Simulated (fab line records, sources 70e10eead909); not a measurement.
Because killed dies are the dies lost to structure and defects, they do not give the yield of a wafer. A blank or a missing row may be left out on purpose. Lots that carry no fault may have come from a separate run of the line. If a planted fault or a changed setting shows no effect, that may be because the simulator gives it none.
fab line records    flow nand-harc
record lots=7  wafers=20  last-day=34
route steps=1302 shown A_SLIT@945 A_SIN_REMOVE@947 A_WL_FILL@952 END@1302
lots that met no fault: taken from a fault-free run of the same line
start-h: the number of hours between the record's first day and the start of the first shown wafer of the lot    wait-h: hours since the lot's step before    " as in the row above    L1.1+2: a row that stands for several wafers    - either no value or no given start    * or withheld: withheld    < > ~ a bound
route shown NAME@n: NAME is a module with steps in the file, n the number in the route of the first one    usual: the fault-free wafers' mean and standard deviation    same: alike in all rows    chamber/n: place in a boat    sites: each site's reading    _std_site: the values' standard deviation    _edge_site: inner sites' mean taken away from outer sites' mean    radius-mm: for every site, how far away it sits from the centre of the wafer    mask NAME#n: copy n    behind: tool/chamber where the wafer was last shaped    hold: cause of the lot's hold/its duration in hours/its outcome    device: names the non-switching transistor (n, p or np)    end of line: the same wafers' tests at the end of the route    step lacking rows: just its recipe    killed: dies that structure and defects cost at the first sort, which is not the same as the wafer's yield    map: per-die view of a wafer (x killed, . not killed, _ where there is no die)
set.NAME: the setting as run; set.NAME@STEP: as run at that earlier step    model.NAME: the simulator's own value behind a step, which no gauge read
lots at selected steps of the route; one table per step, one row per wafer
services: the hour from which a tool's chamber was out of use, counted from the record's first day as start-h (under 0 if before that day), plus the number of hours and why
## steps
# step NHARC_A_SLIT_SRD_20
# step NHARC_A_SLIT_CD_MEAS_21
# usual cd-nm=289.5/0.71
lot.wafer  tool       chamber  start-h  wait-h  cd-nm
L604.2     cd-sem-02  -        487.77   -       289.6
L604.3     "          -        "        "       289.7
L604.5     "          -        "        "       289.6
L611.1     cd-sem-03  -        562.69   -       288.3
L611.4     "          -        "        "       288.3
L613.1     cd-sem-01  -        583.16   -       289.4
L613.3     "          -        "        "       289.4
L613.6     "          -        "        "       289.6
L614.2     cd-sem-03  -        600.13   -       289.9
L614.3     "          -        "        "       289.8
L614.6     "          -        "        "       290.2
L616.2     cd-sem-01  -        620.88   0.1     289.6
L616.3     "          -        "        "       289.2
L616.4     "          -        "        "       288.7
L622.4     cd-sem-03  -        672.03   -       289.3
L622.5     "          -        "        "       288.7
L622.6     "          -        "        "       289.7
L621.3     cd-sem-01  -        694.60   -       289.1
L621.4     "          -        "        "       289.4
L621.6     "          -        "        "       290.2
# step NHARC_A_SIN_REMOVE_WET_00
# recipe temp-c=160  time-s=15300  chemistry=H3PO4
# step NHARC_A_SIN_REMOVE_PRECLEAN_01
# recipe time-s=*  temp-c=50  bath-age-min=0  chemistry=SC1
# step NHARC_A_SIN_REMOVE_SRD_02
# step NHARC_A_SIN_REMOVE_INSPECT_04
# usual raw-defect-count=393/90
lot.wafer  tool               chamber  start-h  wait-h  raw-defect-count
L604.2     defect-inspect-02  -        494.45   0.0     240
L604.3     "                  -        "        "       172
L604.5     "                  -        "        "       274
L611.1     defect-inspect-01  -        569.13   0.0     421
L611.4     "                  -        "        "       453
L613.1     defect-inspect-01  -        589.80   0.0     311
L613.3     "                  -        "        "       335
L613.6     "                  -        "        "       499
L614.2     defect-inspect-02  -        606.90   0.0     429
L614.3     "                  -        "        "       315
L614.6     "                  -        "        "       405
L616.2     defect-inspect-02  -        627.51   0.0     499
L616.3     "                  -        "        "       424
L616.4     "                  -        "        "       399
L622.4     defect-inspect-02  -        678.57   0.0     326
L622.5     "                  -        "        "       327
L622.6     "                  -        "        "       299
L621.3     defect-inspect-01  -        701.66   0.0     350
L621.4     "                  -        "        "       369
L621.6     "                  -        "        "       401
# step NHARC_A_WL_FILL_ALD_00
# recipe target-thk-a=30  pulse-time-s=3  ald-cycles=30  temp-c=300  material=Al2O3
# usual heater-power-w=469/47  precursor-pulse-height-rel=1.000/0.019
# same pulse-time-s=3
lot.wafer  tool       chamber  start-h  wait-h  heater-power-w  precursor-pulse-height-rel
L604.3     ald-hk-03  3        494.51   0.1     439             1.009
L604.2     "          0        "        "       433             1.021
L604.5     "          3        "        "       427             1.014
L611.1     ald-hk-04  0        571.12   2.0     506             1.012
L611.4     "          1        "        "       435             1.017
L613.3     ald-hk-01  2        589.89   0.1     440             1.002
L613.1     "          0        "        "       442             0.981
L613.6     "          2        "        "       446             1.001
L614.2     ald-hk-04  3        606.97   0.1     475             0.999
L614.3     "          2        "        "       438             0.995
L614.6     "          0        "        "       521             1.003
L616.2     ald-hk-03  2        627.57   0.1     492             1.018
L616.4     "          0        "        "       426             0.991
L616.3     "          1        "        "       547             0.974
L622.4     ald-hk-03  2        678.71   0.1     494             0.973
L622.6     "          3        "        "       428             0.968
L622.5     "          0        "        "       436             0.999
L621.3     ald-hk-01  0        701.75   0.1     450             1.016
L621.4     "          1        "        "       561             1.010
L621.6     "          3        "        "       428             0.980
# step NHARC_A_WL_FILL_RTA_01
# recipe temp-c=1000  time-s=5
# usual lamp-power-pct=28.4/1.3  lamp_zone_1_pct=28.4/1.3  wafer_temp_C_max=1005.9/1.2
lot.wafer  tool           chamber  start-h  wait-h  lamp-power-pct  lamp_zone_1_pct  wafer_temp_C_max
L604.2     rtp-anneal-02  0        494.80   -       29.4            29.4             1006.5
L604.3     "              0        "        "       29.4            29.4             1007.5
L604.5     "              0        "        "       29.4            29.4             1006.0
L611.1     rtp-anneal-02  0        571.37   -       29.4            29.4             1006.4
L611.4     "              0        "        "       29.4            29.4             1006.5
L613.1     rtp-anneal-02  0        590.15   -       29.4            29.4             1004.9
L613.3     "              0        "        "       29.4            29.4             1006.0
L613.6     "              0        "        "       29.4            29.4             1006.9
L614.2     rtp-anneal-02  0        607.27   -       29.4            29.4             1005.9
L614.3     "              0        "        "       29.4            29.4             1005.6
L614.6     "              0        "        "       29.3            29.4             1006.2
L616.2     rtp-anneal-01  0        628.35   0.7     26.6            26.6             1004.2
L616.3     "              0        "        "       26.7            26.7             1006.7
L616.4     "              0        "        "       26.7            26.6             1004.6
L622.4     rtp-anneal-01  0        678.97   -       26.6            26.7             1005.2
L622.5     "              0        "        "       26.7            26.7             1004.5
L622.6     "              0        "        "       26.6            26.7             1005.0
L621.3     rtp-anneal-02  0        702.05   -       29.4            29.4             1007.2
L621.4     "              0        "        "       29.4            29.4             1006.3
L621.6     "              0        "        "       29.4            29.4             1006.3
# step NHARC_A_WL_FILL_ALD_02
# recipe target-thk-a=20  pulse-time-s=3  ald-cycles=100  temp-c=450  material=TiN
# usual heater-power-w=1112/100  precursor-pulse-height-rel=1.002/0.021
# same pulse-time-s=3
lot.wafer  tool          chamber  start-h  wait-h  heater-power-w  precursor-pulse-height-rel
L604.2     ald-metal-02  0        494.98   0.2     1207            0.998
L604.3     "             2        "        "       975             0.999
L604.5     "             0        "        "       1238            1.025
L611.4     ald-metal-01  2        571.59   0.1     1186            0.998
L611.1     "             3        "        "       1296            1.015
L613.3     ald-metal-01  2        590.37   0.1     1179            0.978
L613.1     "             1        "        "       972             0.951
L613.6     "             2        "        "       1195            1.009
L614.2     ald-metal-04  0        607.49   0.2     1172            1.017
L614.3     "             2        "        "       1061            0.998
L614.6     "             0        "        "       1138            1.005
L616.2     ald-metal-02  1        628.57   0.2     986             0.984
L616.3     "             2        "        "       1009            0.991
L616.4     "             3        "        "       1294            0.993
L622.6     ald-metal-02  2        679.25   0.2     1009            0.993
L622.5     "             3        "        "       1300            0.979
L622.4     "             1        "        "       1033            0.987
L621.3     ald-metal-02  0        702.21   0.1     1287            0.982
L621.4     "             1        "        "       997             1.016
L621.6     "             1        "        "       1023            1.024
# step NHARC_A_WL_FILL_CVD_03
# recipe target-thk-a=400  temp-c=300  pressure-torr=40  wf6-flow-sccm=40  h2-flow-sccm=1600  ar-flow-sccm=1560  time-s=279  material=W
# usual heater-power-w=483/17  throttle-valve-pct=7.93/0.19
lot.wafer  tool      chamber  start-h  wait-h  heater-power-w  throttle-valve-pct
L604.2     cvd-w-02  1        495.42   0.1     466             8.06
L604.3     "         1        "        "       458             7.88
L604.5     "         1        "        "       461             7.93
L611.1     cvd-w-01  1        572.08   0.1     498             8.00
L611.4     "         1        "        "       494             8.15
L613.1     cvd-w-01  0        590.81   0.1     499             7.58
L613.3     "         0        "        "       483             7.68
L613.6     "         1        "        "       502             8.13
L614.2     cvd-w-02  1        607.89   0.1     454             7.85
L614.3     "         0        "        "       481             7.90
L614.6     "         1        "        "       462             8.26
L616.2     cvd-w-02  1        629.07   0.2     457             8.04
L616.3     "         1        "        "       453             8.18
L616.4     "         1        "        "       461             8.09
L622.4     cvd-w-01  0        679.72   0.2     489             7.72
L622.6     "         0        "        "       506             8.03
L622.5     "         1        "        "       494             8.13
L621.3     cvd-w-01  0        702.75   0.2     479             7.87
L621.4     "         1        "        "       498             8.06
L621.6     "         0        "        "       497             7.68
# step NHARC_A_WL_FILL_ETCHBACK_04
# recipe target-depth-a=600  time-s=120  chemistry=NF3
# usual drypump-motor-current-A=5.7/0.56  oes-product-au=1.001/0.007  run-length-s=141.2/0.5
lot.wafer  tool          chamber  start-h  wait-h  drypump-motor-current-A  oes-product-au  rf-hours-counter-h  run-length-s
L604.2     rie-metal-02  0        495.79   0.3     6.0                      0.999           0.5                 141.7
L604.3     "             0        "        "       6.0                      1.007           -                   141.8
L604.5     "             0        "        "       6.0                      1.004           -                   141.7
L611.1     rie-metal-01  1        572.43   0.3     5.4                      1.001           2.9                 115.3
L611.4     "             0        "        "       4.9                      1.010           -                   141.8
L613.1     rie-metal-01  1        591.18   0.3     5.4                      1.000           0.1                 115.7
L613.3     "             0        "        "       4.9                      1.001           -                   116.8
L613.6     "             1        "        "       5.4                      0.999           -                   140.9
L614.2     rie-metal-01  1        608.29   0.3     5.4                      0.997           0.3                 140.8
L614.3     "             0        "        "       4.9                      0.996           -                   116.4
L614.6     "             0        "        "       4.9                      0.999           -                   141.7
L616.2     rie-metal-02  1        629.68   0.5     6.1                      1.003           3.0                 140.8
L616.3     "             0        "        "       6.0                      0.994           -                   141.4
L616.4     "             1        "        "       6.1                      0.997           -                   140.6
L622.4     rie-metal-01  0        680.09   0.3     4.9                      0.999           -                   141.7
L622.6     "             1        "        "       5.4                      1.007           -                   140.5
L622.5     "             0        "        "       4.9                      1.002           -                   141.7
L621.3     rie-metal-01  0        703.09   0.3     4.9                      0.995           -                   141.9
L621.4     "             1        "        "       5.4                      1.000           -                   140.5
L621.6     "             0        "        "       4.9                      1.008           -                   141.4
# step NHARC_A_WL_FILL_ETCHBACK_05
# recipe target-depth-a=220  time-s=60  temp-c=40  chemistry=Cl2/BCl3
# usual drypump-motor-current-A=5.7/0.56  oes-product-au=1.000/0.0063  run-length-s=81.2/0.48
lot.wafer  tool          chamber  start-h  wait-h  drypump-motor-current-A  oes-product-au  rf-hours-counter-h  run-length-s
L604.2     rie-metal-02  0        496.05   0.2     6.0                      1.008           0.6                 81.6
L604.3     "             0        "        "       6.0                      1.016           -                   81.6
L604.5     "             1        "        "       6.1                      1.004           -                   80.6
L611.1     rie-metal-01  0        572.64   0.2     4.9                      1.012           3.1                 81.5
L611.4     "             1        "        "       5.4                      0.998           -                   81.1
L613.1     rie-metal-01  0        591.42   0.2     4.9                      1.000           0.2                 81.5
L613.3     "             1        "        "       5.4                      0.999           -                   80.8
L613.6     "             1        "        "       5.4                      0.996           -                   80.4
L614.2     rie-metal-01  1        608.51   0.2     5.4                      0.992           0.4                 80.6
L614.3     "             0        "        "       4.9                      0.993           -                   81.4
L614.6     "             0        "        "       4.9                      0.983           -                   81.9
L616.2     rie-metal-02  0        629.90   0.2     6.0                      0.993           3.1                 81.8
L616.3     "             1        "        "       6.1                      1.001           -                   80.6
L616.4     "             0        "        "       6.0                      0.991           -                   81.7
L622.4     rie-metal-01  0        680.25   0.1     4.9                      1.005           -                   81.6
L622.5     "             0        "        "       4.9                      0.995           -                   81.8
L622.6     "             1        "        "       5.4                      1.002           -                   80.4
L621.4     rie-metal-01  1        703.28   0.1     5.4                      1.006           -                   80.7
L621.3     "             0        "        "       4.9                      0.998           -                   81.7
L621.6     "             0        "        "       4.9                      1.005           -                   81.6
# step NHARC_END_SORT_01
# recipe temp-c=25
# usual killed-at-array=44/16  killed-at-other=0.6/1.1  killed-at-periphery=3.9/2.6  killed-dies=48/16  killed-open=3.1/1.9  killed-short=2.4/1.8
# same gross-dies=677
lot.wafer  tool       chamber  start-h  wait-h  killed-at-array  killed-at-other  killed-at-periphery  killed-dies  killed-open  killed-short
L604.2     prober-02  0        594.62   2.8     22               1                5                    28           6            4
L604.3     prober-02  0        595.43   3.1     15               1                3                    19           2            3
L604.5     prober-02  0        597.06   3.7     20               0                2                    22           6            1
L611.1     prober-02  0        667.87   2.5     51               3                3                    57           3            6
L611.4     prober-02  0        670.27   3.4     42               2                2                    46           2            1
L613.1     prober-01  0        695.13   2.5     43               0                8                    51           4            3
L613.3     prober-01  0        696.74   3.1     29               0                6                    35           3            1
L613.6     prober-01  0        699.14   4.0     38               2                3                    43           1            6
L614.2     prober-02  0        704.92   2.8     53               0                3                    56           2            2
L614.3     prober-02  0        705.72   3.1     55               1                5                    61           0            3
L614.6     prober-02  0        708.14   4.0     71               0                3                    74           1            4
L616.2     prober-01  0        722.51   2.8     56               0                7                    63           4            0
L616.3     prober-01  0        723.33   3.1     65               0                4                    69           5            3
L616.4     prober-01  0        724.15   3.5     85               1                6                    92           5            8
L622.4     prober-02  0        782.51   3.4     40               0                4                    44           4            2
L622.5     prober-02  0        783.31   3.7     37               0                5                    42           1            3
L622.6     prober-02  0        784.12   4.0     39               0                3                    42           1            2
L621.3     prober-01  0        806.66   3.1     21               0                7                    28           6            1
L621.4     prober-01  0        807.45   3.4     35               0                1                    36           2            2
L621.6     prober-01  0        809.04   4.0     28               0                3                    31           2            5
# killed by level:class
L604.2 A_M0:geometric-particle:open=3 A_CHANNEL_HOLE_D1:chamber-film-flake=3 A_CHANNEL_HOLE_D2:chamber-film-flake=3 P_GATE:chamber-film-flake=2 A_ZERO_WELL:chamber-film-flake=2 A_STAIRCASE:chamber-film-flake=2 A_CONTACT:chamber-film-flake=2 P_GATE:geometric-particle:open=1
L604.3 A_CHANNEL_HOLE_D2:chamber-film-flake=6 A_CONTACT:chamber-film-flake=3 A_STAIRCASE:chamber-film-flake=2 P_CONTACT:geometric-particle:open=1 P_M0:geometric-particle:short=1 A_SOURCE_PLATE:geometric-particle:short=1 A_M0:geometric-particle:open=1 STARTING-WAFER:geometric-particle:short=1
L604.5 A_CHANNEL_HOLE_D2:chamber-film-flake=4 A_CONTACT:chamber-film-flake=4 A_CHANNEL_HOLE_D1:chamber-film-flake=3 A_WL_FILL:geometric-particle:open=2 P_GATE:geometric-particle:open=1 A_SOURCE_PLATE:geometric-particle:short=1 A_ONON_D2:geometric-particle:open=1 A_BLC:geometric-particle:open=1
L611.1 A_SLIT:chamber-film-flake=19 A_CHANNEL_HOLE_D2:chamber-film-flake=11 A_STAIRCASE:chamber-film-flake=5 A_WL_FILL:chamber-film-flake=5 THIN_TSV:chamber-film-flake=3 P_CONTACT:geometric-particle:short=2 A_ONON_D1:geometric-particle:short=2 A_CHANNEL_FILL_D2:geometric-particle:open=2
L611.4 A_SLIT:chamber-film-flake=14 A_CHANNEL_HOLE_D2:chamber-film-flake=10 A_STAIRCASE:chamber-film-flake=7 A_CHANNEL_HOLE_D1:chamber-film-flake=3 A_CONTACT:chamber-film-flake=3 THIN_TSV:chamber-film-flake=2 A_ONON_D2:geometric-particle:open=1 A_CHANNEL_FILL_D2:geometric-particle:short=1
L613.1 A_SLIT:chamber-film-flake=15 A_CONTACT:chamber-film-flake=8 A_CHANNEL_HOLE_D1:chamber-film-flake=4 P_GATE:chamber-film-flake=3 A_SGD_CUT:chamber-film-flake=3 A_WL_FILL:chamber-film-flake=3 A_CONTACT:geometric-particle:open=2 P_ZERO_WELL:chamber-film-flake=2
L613.3 A_SLIT:chamber-film-flake=17 P_GATE:chamber-film-flake=3 A_SGD_CUT:chamber-film-flake=3 A_CONTACT:chamber-film-flake=3 A_ONON_D2:geometric-particle:open=2 P_STI:chamber-film-flake=2 A_STAIRCASE:chamber-film-flake=2 P_M1:geometric-particle:short=1
L613.6 A_SLIT:chamber-film-flake=18 A_CONTACT:chamber-film-flake=5 A_ONON_D2:geometric-particle:short=3 A_CHANNEL_HOLE_D1:chamber-film-flake=3 P_ZERO_WELL:chamber-film-flake=2 THIN_TSV:chamber-film-flake=2 A_CHANNEL_HOLE_D1:geometric-particle:short=1 A_CHANNEL_FILL_D2:geometric-particle:short=1
L614.2 A_CHANNEL_HOLE_D1:chamber-film-flake=21 A_SLIT:chamber-film-flake=14 A_CHANNEL_HOLE_D2:chamber-film-flake=11 A_CONTACT:chamber-film-flake=3 A_WL_FILL:geometric-particle:short=2 P_GATE:chamber-film-flake=2 P_CONTACT:geometric-particle:open=1 A_DECK1_JOINT:geometric-particle:open=1
L614.3 A_SLIT:chamber-film-flake=23 A_CHANNEL_HOLE_D1:chamber-film-flake=18 A_CONTACT:chamber-film-flake=6 A_CHANNEL_HOLE_D2:chamber-film-flake=3 P_STI:chamber-film-flake=2 P_GATE:chamber-film-flake=2 P_STI:geometric-particle:short=1 A_ONON_D1:geometric-particle:short=1
L614.6 A_CHANNEL_HOLE_D1:chamber-film-flake=36 A_SLIT:chamber-film-flake=18 A_CHANNEL_HOLE_D2:chamber-film-flake=6 A_CONTACT:chamber-film-flake=4 P_GATE:chamber-film-flake=3 A_STAIRCASE:chamber-film-flake=1 A_CHANNEL_FILL_D1:geometric-particle:short=1 A_CHANNEL_FILL_D2:geometric-particle:short=1
L616.2 A_CHANNEL_HOLE_D1:chamber-film-flake=20 A_SLIT:chamber-film-flake=14 A_CHANNEL_HOLE_D2:chamber-film-flake=12 P_M1:chamber-film-flake=4 A_STAIRCASE:chamber-film-flake=3 A_CONTACT:chamber-film-flake=3 A_CHANNEL_FILL_D2:chamber-film-flake=2 P_GATE:geometric-particle:open=1
L616.3 A_SLIT:chamber-film-flake=22 A_CHANNEL_HOLE_D1:chamber-film-flake=13 A_CHANNEL_HOLE_D2:chamber-film-flake=10 A_STAIRCASE:chamber-film-flake=8 P_M1:chamber-film-flake=2 A_CONTACT:chamber-film-flake=2 P_GATE:geometric-particle:open=1 A_CHANNEL_HOLE_D1:geometric-particle:open=1
L616.4 A_CHANNEL_HOLE_D1:chamber-film-flake=34 A_SLIT:chamber-film-flake=18 A_CHANNEL_HOLE_D2:chamber-film-flake=15 A_ONON_D1:geometric-particle:short=4 A_CONTACT:geometric-particle:open=2 P_M1:chamber-film-flake=2 A_M0:chamber-film-flake=2 A_CONTACT:chamber-film-flake=1
L622.4 A_CHANNEL_HOLE_D2:chamber-film-flake=19 A_SLIT:chamber-film-flake=8 A_CONTACT:chamber-film-flake=5 P_M0:geometric-particle:open=1 A_CHANNEL_HOLE_D1:geometric-particle:short=1 A_CHANNEL_FILL_D1:geometric-particle:open=1 A_CHANNEL_FILL_D1:geometric-particle:short=1 A_CHANNEL_FILL_D2:geometric-particle:open=1
L622.5 A_CHANNEL_HOLE_D2:chamber-film-flake=19 A_SLIT:chamber-film-flake=4 A_CONTACT:chamber-film-flake=4 A_STAIRCASE:chamber-film-flake=3 P_GATE:chamber-film-flake=2 P_BONDPAD:chamber-film-flake=2 A_CHANNEL_HOLE_D1:geometric-particle:short=1 A_CHANNEL_FILL_D1:geometric-particle:open=1
L622.6 A_CHANNEL_HOLE_D2:chamber-film-flake=16 A_SLIT:chamber-film-flake=9 A_STAIRCASE:chamber-film-flake=5 A_CHANNEL_HOLE_D1:chamber-film-flake=3 P_GATE:chamber-film-flake=2 A_CHANNEL_FILL_D1:geometric-particle:open=1 A_CHANNEL_FILL_D1:geometric-particle:short=1 A_SGD_CUT:geometric-particle:short=1
L621.3 A_SLIT:chamber-film-flake=12 A_CHANNEL_HOLE_D1:chamber-film-flake=5 P_M0:geometric-particle:open=3 P_M2:chamber-film-flake=2 P_GATE:geometric-particle:open=1 P_CONTACT:geometric-particle:open=1 A_CHANNEL_FILL_D2:geometric-particle:open=1 A_CHANNEL_FILL_D2:geometric-particle:short=1
L621.4 A_SLIT:chamber-film-flake=18 A_CHANNEL_HOLE_D1:chamber-film-flake=9 A_STAIRCASE:chamber-film-flake=2 P_CONTACT:geometric-particle:short=1 A_WL_FILL:geometric-particle:short=1 A_CONTACT:geometric-particle:open=1 A_M0:geometric-particle:open=1 A_DECK1_JOINT:chamber-film-flake=1
L621.6 A_SLIT:chamber-film-flake=13 A_CHANNEL_HOLE_D1:chamber-film-flake=4 A_ONON_D2:geometric-particle:short=2 A_ONON_D2:geometric-particle:open=1 A_CHANNEL_FILL_D2:geometric-particle:short=1 A_STAIRCASE:geometric-particle:short=1 A_SGD_CUT:geometric-particle:open=1 A_WL_FILL:geometric-particle:short=1
## services
tool          chamber  start-h  hours  kind
ald-hk-01     -        475.62   10.0   pm
rie-metal-02  -        508.82   1.8    repair
rie-metal-02  -        513.25   1.8    repair
rie-metal-02  -        517.31   1.0    repair
ald-metal-01  -        526.00   10.0   pm
cvd-w-01      0        528.53   10.4   repair
rie-metal-02  0        536.62   15.4   repair
cvd-w-01      -        547.25   13.0   pm
ald-metal-02  -        563.35   0.4    repair
ald-hk-03     -        569.36   10.0   pm
rie-metal-01  -        575.00   9.0    pm
ald-hk-03     -        590.78   1.5    repair
ald-metal-02  -        610.00   10.0   pm
ald-hk-04     -        611.82   10.0   pm
ald-metal-01  0        615.77   31.4   repair
cvd-w-02      -        631.00   13.0   pm
rie-metal-02  -        631.00   9.0    pm
rie-metal-01  0        642.99   2.5    repair
rie-metal-02  -        651.85   0.7    repair
ald-hk-01     -        653.62   10.0   pm
cvd-w-01      0        663.87   12.2   repair
ald-metal-02  0        670.10   3.8    repair
ald-metal-02  0        678.64   11.4   repair
cvd-w-01      0        688.15   7.4    repair
## key
first-sign step=NHARC_A_WL_FILL_ETCHBACK_04  reading=run-length-s  direction=down  sigmas=51  usual=*  struck=*
effect none on later readings
met-at NHARC_A_WL_FILL_ETCHBACK_04
struck-wafers L611.1,L613.1,L613.3,L614.3
tester-left-out L611,L613,L614
fault kind=process-parameter-drift  tool=rie-metal-01  chamber=-  onset-h=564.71  steps=NHARC_A_WL_FILL_ETCHBACK_04  channel=time-s  offset=*  shape=step  end-h=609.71  scope=struck-wafers-only  acts-in=*  stated=*
# tester-left-out: of these lots the tester's yield and bins aren't shown, on N5 and GAA mostly nor the transistor test; their killed dies are dies lost to structure and defects alone, not to doping, threshold or leakage, so they don't give the yield
